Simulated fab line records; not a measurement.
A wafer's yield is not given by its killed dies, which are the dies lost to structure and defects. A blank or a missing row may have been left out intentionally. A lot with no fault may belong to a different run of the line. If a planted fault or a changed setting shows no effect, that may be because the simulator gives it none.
Chamber matching || flow n5Finfet || N5_BEOL_M3_ILD_DEP_00 on pecvd-03: 3 sister chambers
The step deposits SiOC from DEMS/O2, target thk 79 nm, time 15.3 s. 3 wafers are shown with their chamber, then 7 later ones without.

## WAFERS, EACH WITH ITS CHAMBER
{"wafer": "L094.6", "chamber": 1, "heaterPowerW (W)": 413}
{"wafer": "L095.2", "chamber": 0, "heaterPowerW (W)": 624}
{"wafer": "L095.3", "chamber": 2, "heaterPowerW (W)": 502}

## WAFERS MISSING THEIR CHAMBER
{"wafer": "L095.4", "heaterPowerW (W)": 429}
{"wafer": "L096.2", "heaterPowerW (W)": 483}
{"wafer": "L096.4", "heaterPowerW (W)": 583}
{"wafer": "L096.6", "heaterPowerW (W)": 480}
{"wafer": "L097.3", "heaterPowerW (W)": 437}
{"wafer": "L097.5", "heaterPowerW (W)": 533}
{"wafer": "L097.6", "heaterPowerW (W)": 521}

## THE CHAMBER EACH PASSED THROUGH
{"wafer": "L095.4", "from the rows above": 1, "in truth": 1}
{"wafer": "L096.2", "from the rows above": "can't be placed: 2 or 1", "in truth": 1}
{"wafer": "L096.4", "from the rows above": "can't be placed: 0 or 2", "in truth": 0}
{"wafer": "L096.6", "from the rows above": "can't be placed: 2 or 1", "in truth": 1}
{"wafer": "L097.3", "from the rows above": "can't be placed: 1 or 2", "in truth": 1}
{"wafer": "L097.5", "from the rows above": 2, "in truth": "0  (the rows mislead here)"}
{"wafer": "L097.6", "from the rows above": 2, "in truth": 2}
2 of 7 placed correctly. Can't be placed from these rows: 4 (the true chamber is among the candidates in 4). Number placed wrongly: 1.
How it was worked out, from the rows above alone: a wafer's distance from a chamber is the root of the sum, over the readings, of the square of ((its reading less the chamber's mean) divided by the reading's scatter). The wafer belongs to the nearest chamber; if the next one is less than 2 further off, it can't be placed. Each chamber's mean is taken over the wafers shown for it. The scatter: with one shown wafer a chamber, the root of the mean of the squares of how far each hidden wafer lies from its nearest shown one.
